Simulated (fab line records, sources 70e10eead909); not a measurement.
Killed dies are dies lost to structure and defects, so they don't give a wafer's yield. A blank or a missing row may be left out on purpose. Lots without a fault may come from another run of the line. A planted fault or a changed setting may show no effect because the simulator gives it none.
fab line records | flow nand_harc
record lots=6 wafers=18 last_day=26
route steps=1159 shown A_STAIRCASE@552 END@1159
lots that met no fault: from a run of the same line without faults
start_h: hours from the record's first day to the start of the lot's first wafer shown | wait_h: hours since the lot's step before | " the same as in the row above | L1.1+2: a row that stands for several wafers | - no value, or no start given | * or withheld: withheld | < > ~ a bound
route shown NAME@n: a module of which the file shows steps, and the number in the route of the first | usual: mean/standard deviation of fault-free wafers | same: alike in all rows | chamber/n: place in a boat | sites: the reading at each site | _std_site: their standard deviation | _edge_site: outer sites' mean less inner sites' | radius_mm: how far each site lies from the wafer's centre | mask NAME#n: copy n | behind: the tool/chamber that last shaped the wafer | hold: why the lot was held/for how many hours/how that ended | device: the transistor (n, p or np) that didn't switch | end of line: the same wafers' tests at the end of the route | a step without rows: its recipe alone | killed: dies lost to structure and defects at the first sort, not the wafer's yield | map: a wafer's dies, x killed, . not, _ none there
set.NAME: the setting as run; set.NAME@STEP: as run at that earlier step | model.NAME: the simulator's own value behind a step, which no gauge read
lots at some steps of the route; a table a step, a row a wafer
services: from which hour (start_h, from the record's first day; less than 0 if before it) a tool's chamber was out of use, for how many hours, and why
## steps
# step NHARC_A_STAIRCASE_TRIM_16
# recipe time_s=211.2 o2_flow_sccm=500 ar_flow_sccm=0 bias_w=0 chemistry=O2
# step NHARC_A_STAIRCASE_ETCH_17
# recipe target_depth_a=1000 time_s=40.5 ion_energy_ev=400 c4f8_flow_sccm=20 o2_flow_sccm=10 ar_flow_sccm=withheld rf_w=600 bias_w=1000 chemistry=C4F8/O2
# step NHARC_A_STAIRCASE_TRIM_18
# recipe time_s=211.2 o2_flow_sccm=500 ar_flow_sccm=0 bias_w=0 chemistry=O2
# step NHARC_A_STAIRCASE_ETCH_19
# recipe target_depth_a=1000 time_s=40.5 ion_energy_ev=400 c4f8_flow_sccm=20 o2_flow_sccm=10 ar_flow_sccm=withheld rf_w=600 bias_w=1000 chemistry=C4F8/O2
# step NHARC_A_STAIRCASE_TRIM_20
# recipe time_s=211.2 o2_flow_sccm=500 ar_flow_sccm=0 bias_w=0 chemistry=O2
# usual drypump_motor_current_A=5.8/0.51 oes_product_au=1.002/0.0087 rf_vpp_V=57.9/0.78 showerhead_plenum_p_Torr=3.56/0.14 throttle_valve_pct=17.036/0.0092
# columns lot.wafer tool chamber start_h wait_h drypump_motor_current_A oes_product_au rf_hours_counter_h rf_vpp_V showerhead_plenum_p_Torr throttle_valve_pct
L775.2 rie_diel-04 1 300.99 0.1 5.4 1.005 1 57.2 3.59 17.037
L775.3 " 3 " " 5.1 0.995 1 57.3 3.78 17.030
L775.5 " 0 " " 6.4 1.010 - 58.3 3.41 17.037
L772.3 rie_diel-04 1 303.98 0.2 5.4 1.006 3 58.9 3.59 17.044
L772.2 " 2 " " 6.4 1.003 0 57.7 3.58 17.038
L772.4 " 3 " " 5.1 0.989 3 57.3 3.78 17.038
L787.1 rie_diel-04 0 332.57 0.1 6.4 1.007 21 57.3 3.40 17.042
L787.3 " 1 " " 5.4 1.004 20 56.9 3.58 17.044
L787.6 " 3 " " 5.1 1.004 - 57.7 3.77 17.053
L786.3 rie_diel-04 3 333.58 0.1 5.1 0.987 21 56.9 3.77 17.043
L786.6 " 2 " " 6.4 1.006 - 57.2 3.57 17.044
L786.5 " 3 " " 5.1 0.992 - 59.2 3.77 17.038
L789.1 rie_diel-11 3 336.41 0.1 5.3 0.994 48 59.4 3.59 17.020
L789.3 " 0 " " 6.1 0.996 49 57.4 3.78 17.028
L789.2 " 1 " " 5.8 1.003 36 57.8 3.64 17.040
L791.3 rie_diel-05 0 350.68 0.1 5.3 0.992 0 57.4 3.54 17.052
L791.4 " 1 " " 6.1 1.003 0 56.8 3.46 17.025
L791.5 " 2 " " 6.4 0.988 - 58.5 3.66 17.047
# step NHARC_A_STAIRCASE_ETCH_21
# recipe target_depth_a=1000 time_s=40.5 ion_energy_ev=400 c4f8_flow_sccm=20 o2_flow_sccm=10 ar_flow_sccm=withheld rf_w=600 bias_w=1000 chemistry=C4F8/O2
# step NHARC_A_STAIRCASE_TRIM_22
# recipe time_s=211.2 o2_flow_sccm=500 ar_flow_sccm=0 bias_w=0 chemistry=O2
# usual drypump_motor_current_A=5.8/0.5 oes_product_au=1.001/0.0088 rf_vpp_V=57.7/0.88 showerhead_plenum_p_Torr=3.55/0.14 throttle_valve_pct=17.037/0.0096
# columns lot.wafer tool chamber start_h wait_h drypump_motor_current_A oes_product_au rf_hours_counter_h rf_vpp_V showerhead_plenum_p_Torr throttle_valve_pct
L775.3 rie_diel-04 3 - - 5.1 0.985 2 58.2 3.78 17.045
L775.2 " 0 " " 6.4 1.011 2 56.2 3.41 17.030
L775.5 " 0 " " 6.5 0.998 - 55.8 3.41 17.037
L772.4 rie_diel-04 0 - - 6.5 1.005 3 58.2 3.41 17.045
L772.3 " 1 " " 5.4 1.002 3 56.8 3.59 17.032
L772.2 " 3 " " 5.1 0.993 3 57.4 3.78 17.024
L787.1 rie_diel-04 3 - - 5.1 1.003 21 57.8 3.77 17.037
L787.3 " 2 " " 6.4 1.009 16 58.7 3.57 17.050
L787.6 " 0 " " 6.4 1.001 - 56.7 3.40 17.043
L786.3 rie_diel-04 1 - - 5.4 0.994 21 57.9 3.58 17.039
L786.5 " 1 " " 5.4 0.999 - 58.7 3.58 17.035
L786.6 " 2 " " 6.5 1.011 - 59.3 3.57 17.040
L789.3 rie_diel-11 2 - - 5.9 0.978 43 57.1 3.31 17.029
L789.1 " 3 " " 5.3 1.003 48 57.7 3.59 17.041
L789.2 " 0 " " 6.1 1.003 49 58.4 3.78 17.044
L791.3 rie_diel-05 3 - - 5.5 0.997 0 55.9 3.39 17.028
L791.4 " 1 " " 6.1 1.003 1 57.0 3.46 17.041
L791.5 " 3 " " 5.5 1.005 - 56.9 3.39 17.030
# step NHARC_A_STAIRCASE_ETCH_23
# recipe target_depth_a=1000 time_s=40.5 ion_energy_ev=400 c4f8_flow_sccm=20 o2_flow_sccm=10 ar_flow_sccm=withheld rf_w=600 bias_w=1000 chemistry=C4F8/O2
# usual oes_product_au=0.939/0.011 rf_vpp_V=897/5 run_length_s=61.9/0.39
# columns lot.wafer tool chamber start_h wait_h oes_product_au rf_hours_counter_h rf_vpp_V run_length_s
L775.3 rie_diel-04 0 - - 0.937 2 892 61.8
L775.2 " 3 " " 0.922 2 905 61.9
L775.5 " 3 " " 0.920 - 905 62.4
L772.4 rie_diel-04 2 - - 0.946 1 897 62.0
L772.3 " 3 " " 0.940 3 905 62.0
L772.2 " 1 " " 0.946 4 898 61.9
L787.1 rie_diel-04 0 - - 0.948 22 892 62.2
L787.3 " 2 " " 0.944 17 898 61.7
L787.6 " 3 " " 0.933 - 904 61.9
L786.3 rie_diel-04 1 - - 0.937 21 899 62.3
L786.6 " 2 " " 0.926 - 897 61.6
L786.5 " 3 " " 0.928 - 906 61.8
L789.2 rie_diel-11 2 - - 0.917 44 888 60.8
L789.1 " 3 " " 0.932 48 899 62.6
L789.3 " 0 " " 0.932 49 905 62.2
L791.3 rie_diel-05 3 - - 0.941 0 890 61.7
L791.4 " 1 " " 0.966 1 894 62.4
L791.5 " 3 " " 0.951 - 890 61.4
# step NHARC_A_STAIRCASE_TRIM_24
# recipe time_s=211.2 o2_flow_sccm=500 ar_flow_sccm=0 bias_w=0 chemistry=O2
# usual drypump_motor_current_A=5.8/0.5 oes_product_au=1.002/0.0095 rf_vpp_V=57.8/0.82 showerhead_plenum_p_Torr=3.55/0.13 throttle_valve_pct=17.037/0.0092
# columns lot.wafer tool chamber start_h wait_h drypump_motor_current_A oes_product_au rf_hours_counter_h rf_vpp_V showerhead_plenum_p_Torr throttle_valve_pct
L775.2 rie_diel-04 3 - - 5.1 0.992 2 56.6 3.78 17.039
L775.3 " 1 " " 5.4 1.017 2 56.3 3.59 17.030
L775.5 " 3 " " 5.1 0.997 - 56.0 3.78 17.027
L772.4 rie_diel-04 0 - - 6.4 1.012 4 55.5 3.41 17.032
L772.2 " 2 " " 6.4 1.012 1 57.2 3.58 17.056
L772.3 " 3 " " 5.1 0.996 4 59.1 3.78 17.031
L787.3 rie_diel-04 3 - - 5.1 0.984 21 57.6 3.77 17.026
L787.1 " 0 " " 6.5 0.998 22 57.1 3.40 17.041
L787.6 " 1 " " 5.4 1.001 - 57.7 3.58 17.032
L786.3 rie_diel-04 1 - - 5.4 0.998 21 57.5 3.58 17.058
L786.6 " 1 " " 5.4 1.017 - 56.8 3.58 17.033
L786.5 " 2 " " 6.4 1.018 - 56.9 3.57 17.031
L789.3 rie_diel-11 3 - - 5.3 0.988 48 58.3 3.59 17.035
L789.1 " 0 " " 6.1 1.010 49 58.8 3.78 17.021
L789.2 " 1 " " 5.9 1.004 36 59.5 3.64 17.042
L791.4 rie_diel-05 3 - - 5.5 0.987 1 55.9 3.39 17.046
L791.3 " 1 " " 6.1 0.995 1 57.3 3.46 17.051
L791.5 " 3 " " 5.5 0.989 - 57.5 3.39 17.031
# step NHARC_A_STAIRCASE_ETCH_25
# recipe target_depth_a=1000 time_s=40.5 ion_energy_ev=400 c4f8_flow_sccm=20 o2_flow_sccm=10 ar_flow_sccm=withheld rf_w=600 bias_w=1000 chemistry=C4F8/O2
# step NHARC_A_STAIRCASE_TRIM_26
# recipe time_s=211.2 o2_flow_sccm=500 ar_flow_sccm=0 bias_w=0 chemistry=O2
# usual drypump_motor_current_A=5.8/0.51 oes_product_au=1.001/0.0097 rf_vpp_V=57.9/0.93 showerhead_plenum_p_Torr=3.56/0.15 throttle_valve_pct=17.036/0.0083
# columns lot.wafer tool chamber start_h wait_h drypump_motor_current_A oes_product_au rf_hours_counter_h rf_vpp_V showerhead_plenum_p_Torr throttle_valve_pct
L775.3 rie_diel-04 0 - - 6.4 1.018 2 57.6 3.41 17.039
L775.2 " 3 " " 5.1 0.995 2 58.5 3.78 17.051
L775.5 " 3 " " 5.1 0.989 - 58.4 3.78 17.029
L772.2 rie_diel-04 3 - - 5.1 0.988 4 57.5 3.78 17.036
L772.3 " 0 " " 6.4 1.006 4 58.5 3.41 17.039
L772.4 " 1 " " 5.4 1.011 4 56.9 3.59 17.028
L787.1 rie_diel-04 3 - - 5.1 0.984 21 57.6 3.77 17.034
L787.3 " 2 " " 6.4 1.000 17 59.3 3.57 17.021
L787.6 " 0 " " 6.5 1.003 - 56.5 3.40 17.043
L786.3 rie_diel-04 3 - - 5.1 0.997 22 58.7 3.77 17.033
L786.5 " 3 " " 5.1 0.997 - 58.4 3.77 17.052
L786.6 " 0 " " 6.4 1.009 - 55.4 3.40 17.032
L789.1 rie_diel-11 2 - - 5.9 0.982 44 57.6 3.31 17.034
L789.2 " 3 " " 5.3 0.997 49 58.2 3.59 17.046
L789.3 " 0 " " 6.1 1.012 49 58.7 3.78 17.033
L791.4 rie_diel-05 1 - - 6.1 1.007 1 57.5 3.46 17.027
L791.3 " 2 " " 6.4 0.998 1 57.9 3.66 17.037
L791.5 " 2 " " 6.4 0.997 - 60.1 3.66 17.042
# step NHARC_A_STAIRCASE_ETCH_27
# recipe target_depth_a=1000 time_s=40.5 ion_energy_ev=400 c4f8_flow_sccm=20 o2_flow_sccm=10 ar_flow_sccm=withheld rf_w=600 bias_w=1000 chemistry=C4F8/O2
# usual oes_product_au=0.937/0.01 rf_vpp_V=897/5.1 run_length_s=61.8/0.41
# columns lot.wafer tool chamber start_h wait_h oes_product_au rf_hours_counter_h rf_vpp_V run_length_s
L775.3 rie_diel-04 0 302.29 - 0.938 2 891 61.5
L775.2 " 3 " " 0.934 2 906 62.3
L775.5 " 3 " " 0.927 - 905 61.7
L772.3 rie_diel-04 2 305.14 - 0.935 1 898 61.5
L772.2 " 3 " " 0.927 4 906 62.1
L772.4 " 1 " " 0.944 4 899 62.1
L787.1 rie_diel-04 1 333.53 - 0.949 20 899 62.5
L787.3 " 3 " " 0.939 21 904 75.2
L787.6 " 1 " " 0.933 - 899 74.8
L786.3 rie_diel-04 3 334.69 - 0.921 22 904 74.8
L786.5 " 1 " " 0.928 - 897 62.2
L786.6 " 2 " " 0.925 - 899 74.9
L789.2 rie_diel-11 2 338.28 - 0.910 45 887 60.9
L789.3 " 3 " " 0.927 49 899 62.1
L789.1 " 0 " " 0.933 50 904 62.2
L791.3 rie_diel-05 0 351.89 - 0.955 1 897 61.8
L791.4 " 2 " " 0.936 1 901 61.6
L791.5 " 0 " " 0.961 - 897 61.9
# step NHARC_END_SORT_01
# recipe temp_c=25
# usual killed_at_array=29/11 killed_at_other=0.5/0.85 killed_at_periphery=3.0/2.3 killed_dies=33/12 killed_open=3.3/1.9 killed_short=2.0/1.5
# same gross_dies=677
# columns lot.wafer tool chamber start_h wait_h hold killed_at_array killed_at_other killed_at_periphery killed_dies killed_open killed_short
L775.2 prober-02 0 569.24 2.8 - 20 2 2 24 4 3
L775.3 prober-02 0 570.04 3.1 - 21 0 0 21 3 2
L775.5 prober-02 0 571.66 3.7 - 25 1 0 26 2 5
L786.3 prober-01 0 620.26 3.1 await_dispo/1.6h/release 672 1 4 677 2 2
L786.5 prober-01 0 621.87 3.7 await_dispo/1.6h/release 38 1 1 40 2 2
L786.6 prober-01 0 622.67 4.0 await_dispo/1.6h/release 675 0 2 677 0 2
L787.1 prober-01 0 626.51 2.5 await_dispo/3.7h/release 31 0 6 37 2 3
L787.3 prober-01 0 628.13 3.1 await_dispo/3.7h/release 667 0 9 676 6 1
L787.6 prober-01 0 630.56 4.1 await_dispo/3.7h/release 671 0 6 677 4 1
L789.1 prober-01 0 634.40 2.5 - 41 0 6 47 5 3
L789.2 prober-01 0 635.19 2.8 - 33 0 4 37 1 3
L789.3 prober-01 0 635.98 3.1 - 27 0 9 36 4 5
# killed by level:class
L775.2 A_CHANNEL_HOLE_D1:chamber_film_flake=14 STARTING-WAFER:geometric_particle:short=2 A_STAIRCASE:chamber_film_flake=2 P_CONTACT:geometric_particle:open=1 P_M0:geometric_particle:open=1 A_CHANNEL_HOLE_D1:geometric_particle:open=1 A_SLIT:geometric_particle:open=1 A_M0:geometric_particle:short=1
L775.3 A_CHANNEL_HOLE_D1:chamber_film_flake=13 A_STAIRCASE:chamber_film_flake=2 A_ONON_D1:geometric_particle:short=1 A_CHANNEL_FILL_D1:geometric_particle:open=1 A_STAIRCASE:geometric_particle:short=1 A_CONTACT:geometric_particle:open=1 A_BLC:geometric_particle:open=1 A_WL_FILL:chamber_film_flake=1
L775.5 A_CHANNEL_HOLE_D1:chamber_film_flake=15 A_CONTACT:chamber_film_flake=3 A_ONON_D1:geometric_particle:short=2 A_WL_FILL:geometric_particle:short=2 A_SOURCE_PLATE:geometric_particle:short=1 A_SOURCE_PLATE:geometric_particle:open=1 A_ONON_D1:geometric_particle:open=1 HYBRID_BOND:chamber_film_flake=1
L786.3 A_STAIRCASE:area_etch=645 A_SLIT:chamber_film_flake=12 A_CHANNEL_HOLE_D1:chamber_film_flake=8 A_M0:chamber_film_flake=3 P_STI:chamber_film_flake=2 P_CONTACT:geometric_particle:open=1 A_ONON_D1:geometric_particle:short=1 A_CONTACT:geometric_particle:open=1
L786.5 A_SLIT:chamber_film_flake=14 A_CHANNEL_HOLE_D1:chamber_film_flake=11 A_M0:chamber_film_flake=4 A_ZERO_WELL:chamber_film_flake=2 A_STAIRCASE:chamber_film_flake=2 A_CHANNEL_HOLE_D1:geometric_particle:short=1 A_WL_FILL:geometric_particle:short=1 A_WL_FILL:geometric_particle:open=1
L786.6 A_STAIRCASE:area_etch=645 A_SLIT:chamber_film_flake=16 A_CHANNEL_HOLE_D1:chamber_film_flake=8 A_STAIRCASE:chamber_film_flake=2 A_WL_FILL:chamber_film_flake=2 A_CHANNEL_HOLE_D1:geometric_particle:short=1 A_WL_FILL:geometric_particle:short=1 P_STI:chamber_film_flake=1
L787.1 A_CHANNEL_HOLE_D1:chamber_film_flake=19 A_CONTACT:chamber_film_flake=6 P_CONTACT:chamber_film_flake=2 A_STAIRCASE:chamber_film_flake=2 P_STI:geometric_particle:short=1 P_GATE:geometric_particle:short=1 A_ONON_D1:geometric_particle:short=1 A_WL_FILL:geometric_particle:open=1
L787.3 A_STAIRCASE:area_etch=646 A_CHANNEL_HOLE_D1:chamber_film_flake=15 P_M0:geometric_particle:open=3 A_STAIRCASE:chamber_film_flake=3 P_CONTACT:chamber_film_flake=2 A_CONTACT:chamber_film_flake=2 P_GATE:geometric_particle:open=1 P_CONTACT:geometric_particle:open=1
L787.6 A_STAIRCASE:area_etch=637 A_CHANNEL_HOLE_D1:chamber_film_flake=17 A_CONTACT:chamber_film_flake=7 A_STAIRCASE:chamber_film_flake=3 P_GATE:chamber_film_flake=2 P_CONTACT:chamber_film_flake=2 A_ZERO_WELL:chamber_film_flake=2 P_CONTACT:geometric_particle:open=1
L789.1 A_SLIT:chamber_film_flake=16 A_CHANNEL_HOLE_D1:chamber_film_flake=8 A_STAIRCASE:chamber_film_flake=7 P_CONTACT:chamber_film_flake=4 A_M0:geometric_particle:open=2 A_M0:chamber_film_flake=2 P_STI:geometric_particle:open=1 P_M0:geometric_particle:short=1
L789.2 A_SLIT:chamber_film_flake=15 A_CHANNEL_HOLE_D1:chamber_film_flake=5 A_STAIRCASE:chamber_film_flake=5 P_CONTACT:chamber_film_flake=4 A_CHANNEL_FILL_D1:chamber_film_flake=2 A_CONTACT:chamber_film_flake=2 A_ONON_D1:geometric_particle:short=1 A_CONTACT:geometric_particle:open=1
L789.3 A_SLIT:chamber_film_flake=10 A_CHANNEL_HOLE_D1:chamber_film_flake=4 P_STI:chamber_film_flake=3 P_CONTACT:chamber_film_flake=3 A_CONTACT:chamber_film_flake=3 P_GATE:geometric_particle:short=2 A_STAIRCASE:chamber_film_flake=2 P_M0:geometric_particle:open=1
# map L786.3 (x killed, . not)
____________x____________
_________xxxxxxx_________
_______xxxxxxxxxxx_______
______xxxxxxxxxxxxx______
_____xxxxxxxxxxxxxxx_____
____xxxxxxxxxxxxxxxxx____
____xxxxxxxxxxxxxxxxx____
___xxxxxxxxxxxxxxxxxxx___
___xxxxxxxxxxxxxxxxxxx___
__xxxxxxxxxxxxxxxxxxxxx__
__xxxxxxxxxxxxxxxxxxxxx__
_xxxxxxxxxxxxxxxxxxxxxxx_
_xxxxxxxxxxxxxxxxxxxxxxx_
_xxxxxxxxxxxxxxxxxxxxxxx_
_xxxxxxxxxxxxxxxxxxxxxxx_
_xxxxxxxxxxxxxxxxxxxxxxx_
xxxxxxxxxxxxxxxxxxxxxxxxx
xxxxxxxxxxxxxxxxxxxxxxxxx
xxxxxxxxxxxxxxxxxxxxxxxxx
xxxxxxxxxxxxxxxxxxxxxxxxx
xxxxxxxxxxxxxxxxxxxxxxxxx
_xxxxxxxxxxxxxxxxxxxxxxx_
_xxxxxxxxxxxxxxxxxxxxxxx_
_xxxxxxxxxxxxxxxxxxxxxxx_
_xxxxxxxxxxxxxxxxxxxxxxx_
_xxxxxxxxxxxxxxxxxxxxxxx_
__xxxxxxxxxxxxxxxxxxxxx__
__xxxxxxxxxxxxxxxxxxxxx__
___xxxxxxxxxxxxxxxxxxx___
___xxxxxxxxxxxxxxxxxxx___
____xxxxxxxxxxxxxxxxx____
____xxxxxxxxxxxxxxxxx____
_____xxxxxxxxxxxxxxx_____
______xxxxxxxxxxxxx______
_______xxxxxxxxxxx_______
_________xxxxxxx_________
____________x____________
# map L787.6 (x killed, . not)
____________x____________
_________xxxxxxx_________
_______xxxxxxxxxxx_______
______xxxxxxxxxxxxx______
_____xxxxxxxxxxxxxxx_____
____xxxxxxxxxxxxxxxxx____
____xxxxxxxxxxxxxxxxx____
___xxxxxxxxxxxxxxxxxxx___
___xxxxxxxxxxxxxxxxxxx___
__xxxxxxxxxxxxxxxxxxxxx__
__xxxxxxxxxxxxxxxxxxxxx__
_xxxxxxxxxxxxxxxxxxxxxxx_
_xxxxxxxxxxxxxxxxxxxxxxx_
_xxxxxxxxxxxxxxxxxxxxxxx_
_xxxxxxxxxxxxxxxxxxxxxxx_
_xxxxxxxxxxxxxxxxxxxxxxx_
xxxxxxxxxxxxxxxxxxxxxxxxx
xxxxxxxxxxxxxxxxxxxxxxxxx
xxxxxxxxxxxxxxxxxxxxxxxxx
xxxxxxxxxxxxxxxxxxxxxxxxx
xxxxxxxxxxxxxxxxxxxxxxxxx
_xxxxxxxxxxxxxxxxxxxxxxx_
_xxxxxxxxxxxxxxxxxxxxxxx_
_xxxxxxxxxxxxxxxxxxxxxxx_
_xxxxxxxxxxxxxxxxxxxxxxx_
_xxxxxxxxxxxxxxxxxxxxxxx_
__xxxxxxxxxxxxxxxxxxxxx__
__xxxxxxxxxxxxxxxxxxxxx__
___xxxxxxxxxxxxxxxxxxx___
___xxxxxxxxxxxxxxxxxxx___
____xxxxxxxxxxxxxxxxx____
____xxxxxxxxxxxxxxxxx____
_____xxxxxxxxxxxxxxx_____
______xxxxxxxxxxxxx______
_______xxxxxxxxxxx_______
_________xxxxxxx_________
____________x____________
## services
# columns tool chamber start_h hours kind
rie_diel-04 - 289.00 9.0 pm
rie_diel-04 0 289.00 9.0 vent_cycle
rie_diel-04 1 289.00 9.0 vent_cycle
rie_diel-04 2 289.00 14.0 vent_cycle
rie_diel-04 3 289.00 9.0 vent_cycle
rie_diel-05 0 295.73 - clean
rie_diel-05 1 295.73 - clean
rie_diel-05 2 295.73 - clean
rie_diel-05 3 295.73 - clean
rie_diel-11 0 296.68 - clean
rie_diel-04 0 298.00 - clean
rie_diel-04 1 298.00 - clean
rie_diel-04 3 298.00 - clean
rie_diel-05 1 303.01 3.9 repair
rie_diel-11 1 307.64 8.5 repair
rie_diel-04 0 322.52 - clean
rie_diel-04 1 322.52 - clean
rie_diel-04 2 322.52 - clean
rie_diel-04 3 322.52 - clean
rie_diel-05 - 341.18 9.0 pm
rie_diel-04 0 347.35 - clean
rie_diel-04 1 347.35 - clean
rie_diel-04 2 347.35 - clean
rie_diel-04 3 347.35 - clean
## key
first_sign step=NHARC_A_STAIRCASE_ETCH_27 reading=run_length_s direction=up sigmas=32 usual=* struck=*
effect step=NHARC_END_SORT_01 reading=killed_at_array direction=up sigmas=59 usual=29 struck=671
more_kills_born_at NHARC_A_STAIRCASE_ETCH_27@rie_diel-04=2573
met_at NHARC_A_STAIRCASE_ETCH_27
struck_wafers L786.3,L786.6,L787.3,L787.6
later_rows_left_out L786.3,L786.6,L787.3,L787.6
tester_left_out L786,L787
onset_between 305.14 333.53
fault kind=process_parameter_drift tool=rie_diel-04 chamber=- onset_h=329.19 steps=NHARC_A_STAIRCASE_ETCH_27 channel=time_s offset=* shape=step end_h=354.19 scope=struck_wafers_only acts_in=* stated=*
# tester_left_out: of these lots the tester's yield and bins aren't shown, on N5 and GAA mostly nor the transistor test; their killed dies are dies lost to structure and defects alone, not to doping, threshold or leakage, so they don't give the yield
# later_rows_left_out: the simulator's readings of these wafers behind a module that went badly wrong aren't trusted and aren't shown, but for the sort
